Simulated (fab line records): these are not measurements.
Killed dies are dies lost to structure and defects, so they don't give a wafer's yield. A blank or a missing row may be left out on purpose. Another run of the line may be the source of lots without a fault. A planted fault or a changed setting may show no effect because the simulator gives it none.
Which tool is to blame?	flow nand-harc	12 lots with 36 wafers sampled at 5 steps, on a route of 1159 steps

WHAT THE GAUGES SHOWED, per wafer
NHARC_P_BONDPAD_THK_MEAS_33: measures by ellipsometry. Usual: thk-nm at 199.7 nm, with a standard deviation of 1.4.
lot	measured	on	thk-nm (nm)	flag
L444	day 6 18:37	film-metro-02	200.1 201.2 197.3	
L446	day 7 08:41	film-metro-01	200.2 198.0 198.9	
L449	day 7 14:51	film-metro-01	199.0 201.2 201.0	
L450	day 7 21:15	film-metro-01	198.6 197.3 199.3	
L452	day 8 12:25	film-metro-01	198.8 200.1 198.6	
L453	day 8 16:22	film-metro-02	202.0 200.7 197.3	
L455	day 9 06:13	film-metro-02	199.0 199.1 198.9	
L458	day 9 17:50	film-metro-02	199.7 201.4 199.5	
L461	day 10 10:59	film-metro-01	199.6 197.8 197.7	
L465	day 11 13:01	film-metro-02	201.5 200.0 200.1	
L466	day 11 13:54	film-metro-02	200.8 198.7 199.5	
L467	day 12 05:09	film-metro-02	199.4 198.9 198.9	

NHARC_P_BONDPAD_CD_MEAS_13. Usual: cd-nm at 499.6 nm, with a standard deviation of 2.1.
lot	measured	on	cd-nm (nm)	flag
L444	day 6 19:45	cd-sem-02	497.1 496.7 499.1	
L446	day 7 09:47	cd-sem-01	498.8 498.3 500.4	
L449	day 7 15:58	cd-sem-01	503.9 502.4 502.2	
L450	day 7 22:22	cd-sem-01	496.9 502.6 497.8	
L452	day 8 13:23	cd-sem-01	501.6 504.0 500.0	
L453	day 8 17:28	cd-sem-03	499.7 500.7 500.5	
L455	day 9 07:19	cd-sem-01	497.1 501.0 500.5	
L458	day 9 18:57	cd-sem-02	498.3 496.4 497.6	
L461	day 10 12:05	cd-sem-01	499.7 498.6 498.7	
L465	day 11 14:09	cd-sem-03	497.3 504.2 502.5	
L466	day 11 14:53	cd-sem-03	500.9 503.8 502.2	
L467	day 12 06:15	cd-sem-03	499.1 501.0 499.5	

NHARC_END_SORT_01. Usual: defect-limited-yield 95.2 %, standard deviation 1.6; killed-at-array 29, standard deviation 11; killed-at-other 0.6, standard deviation 0.75; killed-at-periphery 3.1, standard deviation 2.1; killed-dies 32, standard deviation 11; killed-open 3.0, standard deviation 1.8; killed-short 1.8, standard deviation 1.3; sort_bin_2_pct 1.5 %, standard deviation 0.7; sort_bin_3_pct 0.26 %, standard deviation 0.22; sort_bin_4_pct 3.0 %, standard deviation 1; sort-n-pass 645, standard deviation 11; sort-rim-yield-pct 94.9 %, standard deviation 3; sort-yield-pct 95.2 %, standard deviation 1.6.
lot	measured	on	defect-limited-yield (%)	killed-at-array	killed-at-other	killed-at-periphery	killed-dies	killed-open	killed-short	sort_bin_2_pct (%)	sort_bin_3_pct (%)	sort_bin_4_pct (%)	sort-n-pass	sort-rim-yield-pct (%)	sort-yield-pct (%)	flag
L449	day 20 04:32	prober-01	96.3 96.6 96.0	22 21 19	0 0 2	3 2 6	25 23 27	2 4 6	0 2 3	1.3 0.4 0.9	0 0.15 0.15	2.4 2.8 3.0	652 654 650	98.1 97.2 100.0	96.3 96.6 96.0	
L466	day 24 10:47	prober-01	95.6 94.5 95.4	22 34 29	1 2 0	7 1 2	30 37 31	4 1 3	3 2 0	0.9 1.5 1.9	0 0.30 0.30	3.5 3.7 2.4	647 640 646	94.3 95.3 92.5	95.6 94.5 95.4	
L467	day 25 15:06	prober-02	95.9 95.0 95.7	23 27 21	2 0 1	3 7 7	28 34 29	1 5 6	1 2 1	0.6 1.3 1.6	0.30 0.15 0	3.2 3.5 2.7	649 643 648	96.2 93.4 98.1	95.9 95.0 95.7	

EACH LOT AND THE TOOL THAT RAN IT (in order: tool; ch and the chambers of the sampled wafers; start)
lot	NHARC_P_M2_ANNEAL_31	NHARC_P_BONDPAD_ETCH_24
L444	rtp-anneal-02 ch 0, day 6 16:25	rie-diel-11 ch 0,2,3, day 6 20:01
L446	rtp-anneal-02 ch 0, day 7 06:43	rie-diel-04 ch 1,3, day 7 10:01
L449	rtp-anneal-01 ch 0, day 7 12:38	rie-diel-04 ch 1,3, day 7 16:13
L450	rtp-anneal-02 ch 0, day 7 19:15	rie-diel-04 ch 1,3, day 7 22:35
L452	rtp-anneal-02 ch 0, day 8 10:26	rie-diel-04 ch 0,1, day 8 13:37
L453	rtp-anneal-01 ch 0, day 8 14:18	rie-diel-04 ch 1,2,3, day 8 17:44
L455	rtp-anneal-02 ch 0, day 9 03:59	rie-diel-04 ch 2,3, day 9 07:33
L458	rtp-anneal-02 ch 0, day 9 15:48	rie-diel-04 ch 1,2, day 9 19:11
L461	rtp-anneal-02 ch 0, day 10 08:59	rie-diel-04 ch 0,1,2, day 10 12:19
L465	rtp-anneal-02 ch 0, day 11 11:07	rie-diel-04 ch 1,2,3, day 11 14:23
L466	rtp-anneal-01 ch 0, day 11 11:41	rie-diel-04 ch 0,1,2, day 11 15:07
L467	rtp-anneal-01 ch 0, day 12 03:13	rie-diel-04 ch 0,1, day 12 06:29
- NHARC_P_M2_ANNEAL_31: time 90 s.
- NHARC_P_BONDPAD_ETCH_24: etches the open film in CF4/N2, target depth 30 nm, time 72.99 s.

AS READ BY THE TOOLS THEMSELVES (means over the sampled wafers that have a number; for cases with no such wafer, the mark the record gives instead)
NHARC_P_M2_ANNEAL_31. Usual: wafer_temp_C_max at 226.1, with a standard deviation of 0.54.
lot	tool	wafer_temp_C_max	flag
L444	rtp-anneal-02	226.7	
L446	rtp-anneal-02	226.7	
L449	rtp-anneal-01	225.8	
L450	rtp-anneal-02	226.5	
L452	rtp-anneal-02	226.6	
L453	rtp-anneal-01	225.4	
L455	rtp-anneal-02	227.0	
L458	rtp-anneal-02	226.4	
L461	rtp-anneal-02	226.2	
L465	rtp-anneal-02	226.9	
L466	rtp-anneal-01	225.7	
L467	rtp-anneal-01	225.6	

NHARC_P_BONDPAD_ETCH_24. Usual: drypump-motor-current-A 5.8 A, standard deviation 0.6; oes-product-au 0.998 a.u., standard deviation 0.0094; rf-vpp-V 312.7 V, standard deviation 1.6; run-length-s 94.5 s, standard deviation 0.44; showerhead-plenum-p-Torr 2.53 Torr, standard deviation 0.091; throttle-valve-pct 19.793 %, standard deviation 0.0087.
lot	tool	drypump-motor-current-A (A)	oes-product-au (a.u.)	rf-vpp-V (V)	run-length-s (s)	showerhead-plenum-p-Torr (Torr)	throttle-valve-pct (%)	flag
L444	rie-diel-11	6.2	1.007	313.3	94.3	2.61	19.788	
L446	rie-diel-04	5.2	1.008	313.8	94.3	2.61	19.793	
L449	rie-diel-04	5.2	0.996	313.9	94.6	2.61	19.796	
L450	rie-diel-04	5.2	1.000	314.0	94.3	2.61	19.790	
L452	rie-diel-04	6.1	0.987	313.0	94.3	2.52	19.794	
L453	rie-diel-04	5.4	0.994	313.0	94.9	2.54	19.798	
L455	rie-diel-04	5.6	0.999	312.1	95.2	2.48	19.792	
L458	rie-diel-04	5.4	1.003	312.8	94.3	2.59	19.797	
L461	rie-diel-04	5.9	0.997	311.4	94.3	2.52	19.795	
L465	rie-diel-04	5.4	1.005	312.4	101.3	2.54	19.792	OFF
L466	rie-diel-04	5.9	1.003	312.7	101.1	2.52	19.790	OFF
L467	rie-diel-04	5.7	1.005	313.3	101.0	2.58	19.792	OFF

THE ANSWER, worked out from the rows above alone
Rule: a lot is off if the mean of its wafers that have a number lies more than 3 standard deviations from the usual mean. Also off: a lot with no number at a reading for which 4 or more lots have one. All remaining lots with rows at the step are treated as sound. Order of review: gauges by route order, followed by the tools' own readings, for which a lot's mean as printed above is used. The first step at which some lot is off is used, and at that step the reading that is off furthest; a lot without a number counts as furthest.
Off at NHARC_P_BONDPAD_ETCH_24 (run-length-s): L465, L466, L467.
If a tool, at that step or one of the process steps before it, ran each lot that is off and ran no sound lot following the first of them, it fits. One candidate fits, namely rie-diel-04 at NHARC_P_BONDPAD_ETCH_24. A fault onset in the window from L461 (day 10 12:19, its last sound lot) to L465 (day 11 14:23, its first lot off) fits.
On the lots that are off, the tool's own readings at NHARC_P_BONDPAD_ETCH_24 differ by more than 5 times the standard deviation of the sound lots' means, which bears it out; run-length-s reads 101.1 s there versus 94.5 s on the sound lots.

WHAT THE SIMULATOR HAD INSERTED
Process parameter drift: rie-diel-04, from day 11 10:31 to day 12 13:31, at NHARC_P_BONDPAD_ETCH_24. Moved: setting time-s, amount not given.
Lots struck among those shown: L465, L466, L467. The rule given above showed the same thing.
